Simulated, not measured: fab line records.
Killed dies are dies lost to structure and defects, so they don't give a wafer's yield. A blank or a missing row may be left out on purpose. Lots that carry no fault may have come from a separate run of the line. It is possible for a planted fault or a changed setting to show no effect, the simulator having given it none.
Tool commonality check    flow nand_harc    Lots sampled 11, wafers sampled 33

== WHY IT WAS OPENED ==
Flagged at NHARC_A_CHANNEL_HOLE_D2_INSPECT_40: reading raw_defect_count, on 2 of 11 lots. Wafers without a fault read 280, standard deviation 83.
Rule: a lot gets a flag if all its wafers with a number sit over 4 standard deviations from that mean, or if no wafer of it has a number. All remaining lots are regarded as sound.

lot   measured      on                 raw_defect_count, wafer by wafer  flag
L872  day 13 22:43  defect_inspect-01  261 314 232                       
L874  day 14 17:10  defect_inspect-01  355 332 280                       
L875  day 15 09:47  defect_inspect-01  296 228 243                       
L881  day 17 18:52  defect_inspect-02  433 532 419                       
L885  day 19 14:46  defect_inspect-01  726 861 759                       FLAGGED
L887  day 20 02:56  defect_inspect-01  808 924 718                       FLAGGED
L886  day 20 02:56  defect_inspect-02  269 237 379                       
L890  day 21 11:10  defect_inspect-02  150 169 237                       
L891  day 22 03:08  defect_inspect-01  159 160 319                       
L894  day 22 15:26  defect_inspect-01  187 132 219                       
L893  day 22 17:07  defect_inspect-01  285 237 309                       
On average the flagged lots' numbers are 799, which is +519 against the usual, or +6 standard deviations.

== WHICH TOOL EACH LOT WENT THROUGH ==
The record holds 1 process step before the reading, out of a route of 1302 steps. Read each cell as the tool, then ch plus the chambers that the sampled wafers visited, then the start.
lot   flag     NHARC_A_CHANNEL_HOLE_D2_ETCH_16
L872           rie_diel-08 ch 1,2, day 13 16:20
L874           rie_diel-04 ch 0,2,3, day 14 10:48
L875           rie_diel-04 ch 1,2, day 15 03:17
L881           rie_diel-08 ch 1,3, day 17 11:34
L885  FLAGGED  rie_diel-08 ch 0,1, day 19 08:26
L887  FLAGGED  rie_diel-08 ch 0,1,2, day 19 18:27
L886           rie_diel-09 ch 0,2, day 19 19:36
L890           rie_diel-09 ch 2,3, day 21 02:23
L891           rie_diel-04 ch 0,1, day 21 20:47
L894           rie_diel-08 ch 1,3, day 22 08:59
L893           rie_diel-04 ch 0,1, day 22 10:37
These steps, and what they do:
- NHARC_A_CHANNEL_HOLE_D2_ETCH_16: etches the open film in O2/COS, target depth 3100 nm, time 806 s.
- NHARC_A_CHANNEL_HOLE_D2_INSPECT_40

== FLAGGED OVER TOTAL, TOOL BY TOOL (the gauges that took the reading come last) ==
step                                tool               lots run  flagged  share of the flagged lots  sound lots run after its first flagged lot
NHARC_A_CHANNEL_HOLE_D2_ETCH_16     rie_diel-04        4         0        none                       -
NHARC_A_CHANNEL_HOLE_D2_ETCH_16     rie_diel-08        5         2        all                        1 (L894)
NHARC_A_CHANNEL_HOLE_D2_ETCH_16     rie_diel-09        2         0        none                       -
NHARC_A_CHANNEL_HOLE_D2_INSPECT_40  defect_inspect-01  8         2        all                        3 (L891,L894,L893)
NHARC_A_CHANNEL_HOLE_D2_INSPECT_40  defect_inspect-02  3         0        none                       -

== THE TABLE: WHAT IT ALLOWS ==
In 2 table rows, all flagged lots were run: rie_diel-08 (NHARC_A_CHANNEL_HOLE_D2_ETCH_16), defect_inspect-01 (NHARC_A_CHANNEL_HOLE_D2_INSPECT_40).
- rie_diel-08 at NHARC_A_CHANNEL_HOLE_D2_ETCH_16: 2 of its 5 lots flagged. Sound lots ran on it after the first flagged one (L894), which a lasting fault on the whole tool wouldn't allow.
- defect_inspect-01 at NHARC_A_CHANNEL_HOLE_D2_INSPECT_40: 2 of its 8 lots flagged. Sound lots ran on it after the first flagged one (L891, L894, L893), which a lasting fault on the whole tool wouldn't allow.
Every row of the table either missed a flagged lot or ran a sound lot after the first.

== WHAT HAD BEEN PUT IN BY THE SIMULATOR ==
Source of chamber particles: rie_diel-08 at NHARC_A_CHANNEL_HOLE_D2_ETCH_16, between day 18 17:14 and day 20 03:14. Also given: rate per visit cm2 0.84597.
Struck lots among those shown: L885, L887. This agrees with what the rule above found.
